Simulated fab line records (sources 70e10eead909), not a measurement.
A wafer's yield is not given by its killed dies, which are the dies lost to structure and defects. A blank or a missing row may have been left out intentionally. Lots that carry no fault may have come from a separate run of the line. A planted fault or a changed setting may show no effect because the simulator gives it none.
The tool behind it: which one? | flow nand_harc | Sampling: 24 lots, 72 wafers, 6 of 1302 route steps

== WHAT EACH GAUGE READ, for each wafer ==
NHARC_A_CHANNEL_FILL_D2_INSPECT_13.
lot  | measured     | on                | raw_defect_count
L074 | day 15 17:29 | defect_inspect-02 | 606 646 590
L075 | day 16 00:14 | defect_inspect-01 | 380 290 257
L076 | day 16 08:22 | defect_inspect-01 | 449 477 494
L077 | day 16 00:25 | defect_inspect-01 | 212 301 143
L078 | day 17 04:18 | defect_inspect-02 | 288 329 328
L079 | day 17 11:17 | defect_inspect-01 | 353 247 501
L080 | day 17 16:15 | defect_inspect-01 | 399 408 685
L081 | day 18 19:06 | defect_inspect-01 | 482 485 546
L082 | day 19 11:12 | defect_inspect-02 | 260 274 206
L084 | day 19 16:44 | defect_inspect-01 | 423 282 353
L083 | day 19 20:06 | defect_inspect-02 | 333 302 349
L085 | day 19 20:07 | defect_inspect-01 | 244 368 297
L086 | day 20 10:34 | defect_inspect-01 | 304 343 216
L087 | day 21 01:30 | defect_inspect-02 | 450 433 368
L089 | day 21 07:34 | defect_inspect-02 | 307 312 349
L088 | day 21 07:23 | defect_inspect-02 | 460 615 597
L090 | day 22 05:01 | defect_inspect-02 | 388 544 337
L091 | day 22 17:32 | defect_inspect-01 | 545 568 351
L092 | day 23 03:59 | defect_inspect-01 | 702 395 441
L093 | day 23 03:59 | defect_inspect-02 | 397 437 448
L094 | day 23 16:41 | defect_inspect-01 | 310 324 324
L095 | day 24 17:02 | defect_inspect-02 | 475 378 272
L097 | day 24 16:53 | defect_inspect-01 | 507 449 425
L096 | day 25 05:56 | defect_inspect-01 | 361 326 499

== EACH LOT AND THE TOOL THAT RAN IT (in order: tool; ch and the chambers of the sampled wafers; start) ==
lot  | NHARC_A_CHANNEL_FILL_D1_ETCHBACK_08           | NHARC_A_DECK1_JOINT_CMP_02    | NHARC_A_CHANNEL_HOLE_D2_ETCH_38    | NHARC_A_CHANNEL_HOLE_D2_ETCH_34               | NHARC_A_CHANNEL_FILL_D2_STRIP_28
L074 | rie_diel-09 ch 1,2, day 12 17:46 or earlier   | cmp-01 ch 0,2, day 12 17:46   | rie_diel-04 ch 2,3, day 13 10:27   | rie_diel-04 ch 0,1,3, day 14 17:49 or earlier | rie_diel-06 ch 0,1,2, day 14 17:49
L075 | rie_diel-09 ch 1,2, day 12 17:55 or earlier   | cmp-01 ch 0,1,3, day 12 17:55 | rie_diel-02 ch 1,2,3, day 13 10:37 | rie_diel-02 ch 0,1,2, day 15 00:20 or earlier | rie_diel-01 ch 1,2,3, day 15 00:20
L076 | rie_diel-12 ch 1,2,3, day 13 00:27 or earlier | cmp-04 ch 0,1,2, day 13 00:27 | rie_diel-04 ch 1,3, day 13 21:02   | rie_diel-04 ch 1,2, day 15 08:40 or earlier   | rie_diel-03 ch 1,3, day 15 08:40
L077 | rie_diel-09 ch 1,3, day 13 00:30 or earlier   | cmp-01 ch 0,1,3, day 13 00:30 | rie_diel-02 ch 0,1,2, day 13 19:03 | rie_diel-02 ch 1,2, day 15 00:20 or earlier   | rie_diel-06 ch 1,2, day 15 00:20
L078 | rie_diel-08 ch 0,1,2, day 13 21:53 or earlier | cmp-02 ch 0,1,2, day 13 21:53 | rie_diel-04 ch 0,1,2, day 14 15:45 | rie_diel-04 ch 0,2,3, day 16 04:35 or earlier | rie_diel-06 ch 0,1,2, day 16 04:35
L079 | rie_diel-08 ch 0,2,3, day 14 03:29 or earlier | cmp-02 ch 0,1,2, day 14 03:29 | rie_diel-04 ch 2,3, day 14 22:22   | rie_diel-04 ch 0,1,2, day 16 11:25 or earlier | rie_diel-06 ch 1,2,3, day 16 11:25
L080 | rie_diel-09 ch 0,1, day 14 16:23 or earlier   | cmp-04 ch 0,1,3, day 14 16:23 | rie_diel-02 ch 1,2, day 15 09:31   | rie_diel-02 ch 2,3, day 16 16:57 or earlier   | rie_diel-03 ch 0,2, day 16 16:57
L081 | rie_diel-12 ch 1,3, day 15 11:02 or earlier   | cmp-02 ch 1,2,3, day 15 11:02 | rie_diel-04 ch 0,1,2, day 16 06:05 | rie_diel-04 ch 0,2,3, day 17 18:26 or earlier | rie_diel-06 ch 0,1,3, day 17 18:26
L082 | rie_diel-12 ch 1,2,3, day 16 07:47 or earlier | cmp-01 ch 1,2,3, day 16 07:47 | rie_diel-10 ch 1,2,3, day 17 01:35 | rie_diel-10 ch 2,3, day 18 11:41 or earlier   | rie_diel-01 ch 1,2,3, day 18 11:41
L084 | rie_diel-08 ch 1,2, day 16 07:47 or earlier   | cmp-04 ch 1,3, day 16 07:47   | rie_diel-02 ch 0,1,3, day 17 03:22 | rie_diel-02 ch 0,3, day 18 15:52 or earlier   | rie_diel-03 ch 0,1, day 18 15:52
L083 | rie_diel-08 ch 0,3, day 16 14:25 or earlier   | cmp-02 ch 2,3, day 16 14:25   | rie_diel-04 ch 0,1,2, day 17 12:41 | rie_diel-04 ch 1,2, day 18 20:45 or earlier   | rie_diel-01 ch 0,1,3, day 18 20:45
L085 | rie_diel-09 ch 0,2,3, day 16 21:26 or earlier | cmp-02 ch 2,3, day 16 21:26   | rie_diel-04 ch 0,3, day 17 16:26   | rie_diel-04 ch 1,2,3, day 18 20:46 or earlier | rie_diel-06 ch 0,1,2, day 18 20:46
L086 | rie_diel-08 ch 0,2,3, day 17 04:20 or earlier | cmp-04 ch 0,1, day 17 04:20   | rie_diel-04 ch 0,2,3, day 18 00:30 | rie_diel-04 ch 0,1,2, day 19 08:34 or earlier | rie_diel-03 ch 1,2,3, day 19 08:34
L087 | rie_diel-08 ch 0,2,3, day 17 20:28 or earlier | cmp-01 ch 0,1,2, day 17 20:28 | rie_diel-04 ch 0,1,2, day 18 17:17 | rie_diel-04 ch 1,3, day 20 01:53 or earlier   | rie_diel-01 ch 0,1,3, day 20 01:53
L089 | rie_diel-12 ch 0,2,3, day 18 03:14 or earlier | cmp-01 ch 0,2, day 18 03:14   | rie_diel-02 ch 0,2, day 18 20:19   | rie_diel-02 ch 0,1,2, day 20 10:23 or earlier | rie_diel-01 ch 0,1,3, day 20 10:23
L088 | rie_diel-09 ch 1,2,3, day 18 03:13 or earlier | cmp-02 ch 0,1,2, day 18 03:13 | rie_diel-04 ch 1,2,3, day 18 19:47 | rie_diel-04 ch 0,2,3, day 20 07:17 or earlier | rie_diel-06 ch 0,1,3, day 20 07:17
L090 | rie_diel-08 ch 0,1,2, day 19 01:17 or earlier | cmp-04 ch 2,3, day 19 01:17   | rie_diel-04 ch 0,3, day 19 18:42   | rie_diel-04 ch 0,1,3, day 21 03:23 or earlier | rie_diel-06 ch 1,2,3, day 21 03:23
L091 | rie_diel-08 ch 1,2,3, day 19 13:38 or earlier | cmp-01 ch 0,2,3, day 19 13:38 | rie_diel-02 ch 0,3, day 20 06:24   | rie_diel-02 ch 1,2, day 21 14:04 or earlier   | rie_diel-06 ch 0,2,3, day 21 14:04
L092 | rie_diel-08 ch 0,1,3, day 20 01:56 or earlier | cmp-04 ch 0,1,2, day 20 01:56 | rie_diel-10 ch 0,1,3, day 20 20:04 | rie_diel-10 ch 0,1, day 22 03:43 or earlier   | rie_diel-03 ch 0,1, day 22 03:43
L093 | rie_diel-09 ch 0,2,3, day 20 01:58 or earlier | cmp-02 ch 0,1,2, day 20 01:58 | rie_diel-04 ch 1,2,3, day 20 19:55 | rie_diel-04 ch 0,1,3, day 22 03:46 or earlier | rie_diel-06 ch 1,2,3, day 22 03:46
L094 | rie_diel-08 ch 0,3, day 20 15:41 or earlier   | cmp-04 ch 1,2, day 20 15:41   | rie_diel-02 ch 0,2, day 21 09:32   | rie_diel-02 ch 0,1,3, day 22 16:45 or earlier | rie_diel-06 ch 0,2,3, day 22 16:45
L095 | rie_diel-12 ch 1,2,3, day 21 14:38 or earlier | cmp-01 ch 0,1,3, day 21 14:38 | rie_diel-10 ch 0,1,2, day 22 07:40 | rie_diel-10 ch 0,1,2, day 23 15:50 or earlier | rie_diel-06 ch 0,2,3, day 23 15:50
L097 | rie_diel-08 ch 1,2, day 21 14:41 or earlier   | cmp-02 ch 0,2,3, day 21 14:41 | rie_diel-02 ch 2,3, day 22 07:49   | rie_diel-02 ch 0,1,3, day 23 19:29 or earlier | rie_diel-03 ch 0,1,2, day 23 19:29
L096 | rie_diel-12 ch 1,3, day 22 01:37 or earlier   | cmp-02 ch 0,2,3, day 22 01:37 | rie_diel-04 ch 1,2, day 22 20:38   | rie_diel-04 ch 2,3, day 24 03:54 or earlier   | rie_diel-06 ch 0,1, day 24 03:54
- NHARC_A_CHANNEL_FILL_D1_ETCHBACK_08: etches the open film in C4F8, target depth 220 nm, time 110 s.
- NHARC_A_DECK1_JOINT_CMP_02: polishes SiOx.
- NHARC_A_CHANNEL_HOLE_D2_ETCH_38: etches the open film in CF4, target depth 39 nm, time 65 s.
- NHARC_A_CHANNEL_HOLE_D2_ETCH_34: etches the open film in CF4/CHF3, target depth 154 nm, time 77 s.
- NHARC_A_CHANNEL_FILL_D2_STRIP_28: strips in O2, time 20 s.

== AS READ BY THE TOOLS THEMSELVES (means over the sampled wafers that have a number; for cases with no such wafer, the mark the record gives instead) ==
NHARC_A_CHANNEL_FILL_D1_ETCHBACK_08.
lot  | tool        | oes_product_au (a.u.) | rf_vpp_V (V)
L074 | rie_diel-09 | 0.99                  | 438.6
L075 | rie_diel-09 | 1.00                  | 439.1
L076 | rie_diel-12 | 0.93                  | 443.5
L077 | rie_diel-09 | 0.92                  | 437.0
L078 | rie_diel-08 | 0.93                  | 440.8
L079 | rie_diel-08 | 0.93                  | 439.6
L080 | rie_diel-09 | 1.00                  | 440.1
L081 | rie_diel-12 | 0.93                  | 442.5
L082 | rie_diel-12 | 0.93                  | 442.9
L084 | rie_diel-08 | 0.92                  | 439.4
L083 | rie_diel-08 | 0.92                  | 440.5
L085 | rie_diel-09 | 1.00                  | 438.8
L086 | rie_diel-08 | 1.00                  | 441.0
L087 | rie_diel-08 | 0.92                  | 440.6
L089 | rie_diel-12 | 1.01                  | 443.1
L088 | rie_diel-09 | 0.99                  | 438.3
L090 | rie_diel-08 | 1.00                  | 440.2
L091 | rie_diel-08 | 0.93                  | 439.3
L092 | rie_diel-08 | 0.93                  | 439.4
L093 | rie_diel-09 | 0.91                  | 439.9
L094 | rie_diel-08 | 0.93                  | 440.9
L095 | rie_diel-12 | 1.00                  | 442.4
L097 | rie_diel-08 | 1.00                  | 440.5
L096 | rie_diel-12 | 1.00                  | 442.2

NHARC_A_DECK1_JOINT_CMP_02.
lot  | tool   | motor_current_A (A) | pad_life_wafers | retaining_ring_pressure_frac
L074 | cmp-01 | 11.6                | 350             | 1.002
L075 | cmp-01 | 12.0                | 356             | 0.993
L076 | cmp-04 | 11.6                | 338             | 0.996
L077 | cmp-01 | 12.1                | 9               | 1.000
L078 | cmp-02 | 12.0                | 308             | 0.999
L079 | cmp-02 | 11.5                | 326             | 1.002
L080 | cmp-04 | 10.9                | 50              | 1.000
L081 | cmp-02 | 10.7                | 62              | 0.996
L082 | cmp-01 | 11.7                | 283             | 1.002
L084 | cmp-04 | 11.3                | 199             | 1.001
L083 | cmp-02 | 11.1                | 144             | 1.002
L085 | cmp-02 | 10.7                | 168             | 1.004
L086 | cmp-04 | 10.4                | 282             | 1.004
L087 | cmp-01 | 11.6                | 56              | 0.999
L089 | cmp-01 | 11.6                | 86              | 1.000
L088 | cmp-02 | 11.5                | 296             | 0.997
L090 | cmp-04 | 13.1                | 108             | 1.001
L091 | cmp-01 | 11.5                | 224             | 1.004
L092 | cmp-04 | 11.0                | 206             | 1.001
L093 | cmp-02 | 11.4                | 111             | 0.998
L094 | cmp-04 | 12.5                | 266             | 1.001
L095 | cmp-01 | 11.7                | 44              | 1.003
L097 | cmp-02 | 11.5                | 261             | 0.998
L096 | cmp-02 | 11.9                | 308             | 1.000

NHARC_A_CHANNEL_HOLE_D2_ETCH_38.
lot  | tool        | drypump_motor_current_A (A) | oes_product_au (a.u.) | rf_vpp_V (V) | showerhead_plenum_p_Torr (Torr) | throttle_valve_pct (%)
L074 | rie_diel-04 | 6.0                         | 1.000                 | 150.5        | 1.70                            | 13.288
L075 | rie_diel-02 | 5.5                         | 0.994                 | 151.8        | 1.78                            | 13.273
L076 | rie_diel-04 | 6.2                         | 1.005                 | 150.0        | 1.68                            | 13.287
L077 | rie_diel-02 | 5.7                         | 1.003                 | 152.2        | 1.78                            | 13.280
L078 | rie_diel-04 | 5.9                         | 1.006                 | 150.5        | 1.70                            | 13.280
L079 | rie_diel-04 | 6.1                         | 1.006                 | 151.3        | 1.71                            | 13.281
L080 | rie_diel-02 | 5.7                         | 0.992                 | 150.8        | 1.77                            | 13.289
L081 | rie_diel-04 | 6.0                         | 1.002                 | 150.3        | 1.69                            | 13.289
L082 | rie_diel-10 | 5.6                         | 0.998                 | 150.8        | 1.72                            | 13.287
L084 | rie_diel-02 | 5.4                         | 0.998                 | 152.0        | 1.84                            | 13.292
L083 | rie_diel-04 | 5.9                         | 0.992                 | 150.9        | 1.69                            | 13.287
L085 | rie_diel-04 | 5.9                         | 1.002                 | 150.9        | 1.71                            | 13.278
L086 | rie_diel-04 | 5.9                         | 1.008                 | 151.0        | 1.71                            | 13.276
L087 | rie_diel-04 | 5.9                         | 1.000                 | 150.4        | 1.69                            | 13.281
L089 | rie_diel-02 | 5.8                         | 0.997                 | 150.8        | 1.72                            | 13.285
L088 | rie_diel-04 | 6.1                         | 1.002                 | 150.2        | 1.69                            | 13.285
L090 | rie_diel-04 | 5.9                         | 1.002                 | 149.9        | 1.71                            | 13.294
L091 | rie_diel-02 | 5.2                         | 0.992                 | 151.7        | 1.84                            | 13.280
L092 | rie_diel-10 | 5.8                         | 1.006                 | 152.0        | 1.73                            | 13.282
L093 | rie_diel-04 | 6.1                         | 0.997                 | 150.6        | 1.69                            | 13.279
L094 | rie_diel-02 | 5.6                         | 0.998                 | 151.7        | 1.78                            | 13.280
L095 | rie_diel-10 | 5.8                         | 1.000                 | 151.6        | 1.76                            | 13.287
L097 | rie_diel-02 | 5.6                         | 1.005                 | 150.6        | 1.72                            | 13.277
L096 | rie_diel-04 | 6.1                         | 1.005                 | 150.3        | 1.69                            | 13.286

NHARC_A_CHANNEL_HOLE_D2_ETCH_34.
lot  | tool        | chf3_flow_sccm (sccm) | drypump_motor_current_A (A) | oes_product_au (a.u.) | rf_vpp_V (V) | showerhead_plenum_p_Torr (Torr) | throttle_valve_pct (%)
L074 | rie_diel-04 | 30.06                 | 5.9                         | 0.967                 | 368.1        | 1.51                            | 16.803
L075 | rie_diel-02 | 29.95                 | 5.7                         | 0.926                 | 370.9        | 1.58                            | 16.808
L076 | rie_diel-04 | 30.02                 | 6.2                         | 0.929                 | 367.8        | 1.49                            | 16.804
L077 | rie_diel-02 | 29.94                 | 5.8                         | 0.964                 | 368.2        | 1.53                            | 16.795
L078 | rie_diel-04 | 29.95                 | 5.9                         | 0.980                 | 369.3        | 1.52                            | 16.814
L079 | rie_diel-04 | 29.94                 | 5.9                         | 0.922                 | 369.0        | 1.50                            | 16.800
L080 | rie_diel-02 | 30.08                 | 5.6                         | 0.960                 | 369.6        | 1.53                            | 16.802
L081 | rie_diel-04 | 29.96                 | 5.9                         | 0.967                 | 369.6        | 1.52                            | 16.800
L082 | rie_diel-10 | 29.97                 | 5.5                         | 0.956                 | 368.4        | 1.52                            | 16.801
L084 | rie_diel-02 | 29.99                 | 5.2                         | 0.917                 | 372.9        | 1.64                            | 16.798
L083 | rie_diel-04 | 30.03                 | 6.1                         | 0.956                 | 368.3        | 1.50                            | 16.799
L085 | rie_diel-04 | 29.96                 | 6.0                         | 0.957                 | 367.8        | 1.50                            | 16.810
L086 | rie_diel-04 | 29.99                 | 5.9                         | 0.972                 | 368.3        | 1.50                            | 16.799
L087 | rie_diel-04 | 29.92                 | 6.1                         | 0.968                 | 368.4        | 1.50                            | 16.810
L089 | rie_diel-02 | 29.96                 | 5.7                         | 0.951                 | 371.2        | 1.58                            | 16.809
L088 | rie_diel-04 | 29.97                 | 5.9                         | 0.978                 | 368.3        | 1.52                            | 16.790
L090 | rie_diel-04 | 29.98                 | 5.9                         | 0.969                 | 368.4        | 1.51                            | 16.794
L091 | rie_diel-02 | 30.05                 | 5.7                         | 0.955                 | 371.2        | 1.57                            | 16.809
L092 | rie_diel-10 | 30.08                 | 5.9                         | 0.965                 | 369.5        | 1.55                            | 16.802
L093 | rie_diel-04 | 30.07                 | 6.0                         | 0.966                 | 368.2        | 1.51                            | 16.804
L094 | rie_diel-02 | 30.02                 | 5.4                         | 0.959                 | 372.9        | 1.63                            | 16.806
L095 | rie_diel-10 | 29.94                 | 5.7                         | 0.959                 | 370.9        | 1.56                            | 16.796
L097 | rie_diel-02 | 30.08                 | 5.4                         | 0.968                 | 372.9        | 1.63                            | 16.808
L096 | rie_diel-04 | 30.00                 | 6.0                         | 0.976                 | 368.7        | 1.52                            | 16.817

NHARC_A_CHANNEL_FILL_D2_STRIP_28.
lot  | tool        | drypump_motor_current_A (A) | oes_product_au (a.u.) | rf_vpp_V (V) | showerhead_plenum_p_Torr (Torr) | throttle_valve_pct (%)
L074 | rie_diel-06 | 6.1                         | 0.996                 | 57.2         | 3.53                            | 17.034
L075 | rie_diel-01 | 5.8                         | 0.999                 | 57.8         | 3.53                            | 17.026
L076 | rie_diel-03 | 5.2                         | 0.991                 | 57.9         | 3.53                            | 17.044
L077 | rie_diel-06 | 6.3                         | 1.008                 | 57.8         | 3.49                            | 17.030
L078 | rie_diel-06 | 6.0                         | 0.998                 | 57.8         | 3.53                            | 17.038
L079 | rie_diel-06 | 5.9                         | 0.997                 | 57.8         | 3.48                            | 17.035
L080 | rie_diel-03 | 5.8                         | 0.998                 | 57.5         | 3.37                            | 17.043
L081 | rie_diel-06 | 5.7                         | 0.999                 | 57.8         | 3.52                            | 17.044
L082 | rie_diel-01 | 5.8                         | 1.000                 | 58.3         | 3.52                            | 17.030
L084 | rie_diel-03 | 5.2                         | 1.000                 | 58.6         | 3.44                            | 17.034
L083 | rie_diel-01 | 5.9                         | 0.987                 | 58.4         | 3.61                            | 17.036
L085 | rie_diel-06 | 6.0                         | 0.995                 | 58.5         | 3.53                            | 17.045
L086 | rie_diel-03 | 5.5                         | 0.999                 | 58.3         | 3.49                            | 17.045
L087 | rie_diel-01 | 5.9                         | 0.998                 | 57.5         | 3.61                            | 17.033
L089 | rie_diel-01 | 5.9                         | 0.997                 | 57.7         | 3.61                            | 17.040
L088 | rie_diel-06 | 5.7                         | 1.003                 | 57.7         | 3.52                            | 17.042
L090 | rie_diel-06 | 6.0                         | 0.999                 | 57.8         | 3.48                            | 17.043
L091 | rie_diel-06 | 6.0                         | 0.999                 | 56.9         | 3.38                            | 17.035
L092 | rie_diel-03 | 5.2                         | 0.994                 | 58.1         | 3.44                            | 17.031
L093 | rie_diel-06 | 5.9                         | 0.997                 | 58.3         | 3.48                            | 17.045
L094 | rie_diel-06 | 6.0                         | 0.998                 | 57.5         | 3.38                            | 17.045
L095 | rie_diel-06 | 6.0                         | 1.003                 | 56.9         | 3.38                            | 17.033
L097 | rie_diel-03 | 5.5                         | 1.008                 | 58.5         | 3.40                            | 17.038
L096 | rie_diel-06 | 5.8                         | 1.002                 | 58.0         | 3.56                            | 17.043

== THE ANSWER, worked out from the rows above alone ==
Rule: the lots themselves supply what counts as usual. The widest of any qualifying gaps counts: lots, ordered by their means at a reading, are off when they make up no more than a third of the lots, leave a main group of 4 or more, and stand apart from it by 3 or more times the standard deviation of that group's means. The tables above print the reading to a certain number of digits; a main group whose means all agree to those digits is not used. A lot without any number at a reading at which 4 lots or more have one is off too. Where the step has rows for the other lots, those lots are counted as sound. First the gauges in route order, then the tools' own readings, where a lot's mean is used as printed above. The first step at which some lot is off is used, and at that step the reading that is off furthest; a lot without a number counts as furthest.
None of the lots is off at any reading shown; this tells nothing.

== WHAT WAS PUT IN BY THE SIMULATOR ==
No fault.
